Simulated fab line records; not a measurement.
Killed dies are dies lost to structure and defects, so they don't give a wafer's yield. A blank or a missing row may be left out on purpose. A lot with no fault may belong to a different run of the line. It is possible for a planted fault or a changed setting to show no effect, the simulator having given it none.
A lot that was struck, set against a sound lot | flow nand_harc | 15 out of 1302 route steps
Sound: these wafers, L860.2, L860.5, L860.6. Struck: wafer L844.4. (L844.1, L844.3 of the same lot were not struck and are left out.) The cause comes at the end.
Per side, at each step with rows, come the tool, then ch with its chambers, and then its first start. Under that, the readings that differ: sound wafers | struck wafers | difference of the means | sigmas: that difference in standard deviations of wafers without a fault.
alike: same words and numbers on both sides, and readings whose means sit less than 2 such deviations apart. not compared: any withheld reading, any reading some wafer has no value for, any bound like >300 that may hide the same value, and any number with overlapping values for which the record gives no deviation.
A row with sigmas, a row that says differs or no value, or rows on one side alone: a step with any of these is where the two part. Numbers that have no deviation but don't overlap get no sigmas and don't part them. Lack of a reading on every wafer of one side parts them only where that side has two or more wafers.

NHARC_A_CONTACT_ETCH_138: etches the open film in C4F8/O2/Ar, time 311 s, target depth 1914 nm.
  sound on har_cap_etch-03 ch 0,1, day 31 04:27; struck on har_cap_etch-03 ch 0, day 24 02:19
  not compared: rf_hours_counter_h
NHARC_A_CONTACT_ETCH_139: etches the open film in C4F8/O2/Ar, time 195 s, target depth 840 nm.
  sound on har_cap_etch-03 ch 0,1, day 31 04:43; struck on har_cap_etch-03 ch 0, day 24 02:35
  not compared: rf_hours_counter_h
NHARC_A_CONTACT_ETCH_92: etches the open film in CH3F/O2, target depth 40 nm, time 85.7 s.
  sound on rie_diel-02 ch 0,1,2, day 31 05:17; struck on rie_diel-02 ch 3, day 24 03:08
  alike: drypump_motor_current_A, oes_product_au, rf_vpp_V, showerhead_plenum_p_Torr, throttle_valve_pct
  not compared: rf_hours_counter_h
NHARC_A_CONTACT_ETCH_98: etches the open film in C4F6/O2, target depth 20 nm, time 10 s.
  sound: rie_diel-02 ch 1,2,3; struck: rie_diel-02 ch 0
  reading                     | sound          | struck | difference | sigmas
  drypump_motor_current_A (A) | 5.91 5.90 5.10 | 6.23   | +0.59      | +2
  alike: oes_product_au, rf_vpp_V, showerhead_plenum_p_Torr, throttle_valve_pct
  not compared: rf_hours_counter_h
NHARC_A_CONTACT_CD_MEAS_15:
  sound: cd_sem-01 at day 31 05:40; struck: cd_sem-02 at day 24 03:21
  alike: cd_nm
then, 6 steps without rows for these wafers: NHARC_A_CONTACT_STRIP_107 (strips in N2/H2); NHARC_A_CONTACT_STRIP_108 (strips in CF4/CHF3); NHARC_A_CONTACT_STRIP_109 (strips in O2/COS); NHARC_A_CONTACT_ETCH_110 (etches the open film in CF4/O2, target depth 60 nm, overetch 6 nm, time 33 s); NHARC_A_CONTACT_STRIP_26 (strips in O2); NHARC_A_CONTACT_STRIP_27 (strips in post etch residue remover, time 600 s).
NHARC_A_CONTACT_ALD_18: deposits TiN, target thk 3 nm, pulse time 1 s, ald cycles 150.
  sound on ald_metal-02 ch 0,1,2, day 31 06:39; struck on ald_metal-04 ch 1, day 24 04:17
  alike: heater_power_w, precursor_pulse_height_rel
  not compared: since_wet_clean_h
NHARC_A_CONTACT_CVD_19: deposits W, target thk 300 nm, time 802 s.
  sound on cvd_w-02 ch 0,1, day 31 06:56; struck on cvd_w-02 ch 1, day 24 04:37
  alike: heater_power_w, throttle_valve_pct
  not compared: since_wet_clean_h
NHARC_A_CONTACT_CMP_20: polishes, t overpolish 30 s, target thk 300 nm.
  sound on cmp-03 ch 0,2,3, day 31 07:46; struck on cmp-01 ch 3, day 24 05:24
  reading                | sound    | struck | difference | sigmas
  time_to_endpoint_s (s) | 60 66 59 | 44     | -18        | -6
  alike: motor_current_A, overpolish_run_s
-- record jumps: 4 days between struck wafers' starts before vs after; left off in module A_CONTACT, resumes in module END, first step shown is number 1302 of the route --
NHARC_END_SORT_01:
  sound on prober-02 ch 0, day 33 06:26; struck on prober-01 ch 0, day 27 18:07
  alike: killed_at_array, killed_at_other, killed_at_periphery, killed_dies, killed_open, killed_short

## WHERE THEY PART
First at NHARC_A_CONTACT_ETCH_98; last, within this record, at NHARC_A_CONTACT_CMP_20. Later steps at which nothing parts them and some readings are alike: NHARC_END_SORT_01.

WHY: what the simulator had put in
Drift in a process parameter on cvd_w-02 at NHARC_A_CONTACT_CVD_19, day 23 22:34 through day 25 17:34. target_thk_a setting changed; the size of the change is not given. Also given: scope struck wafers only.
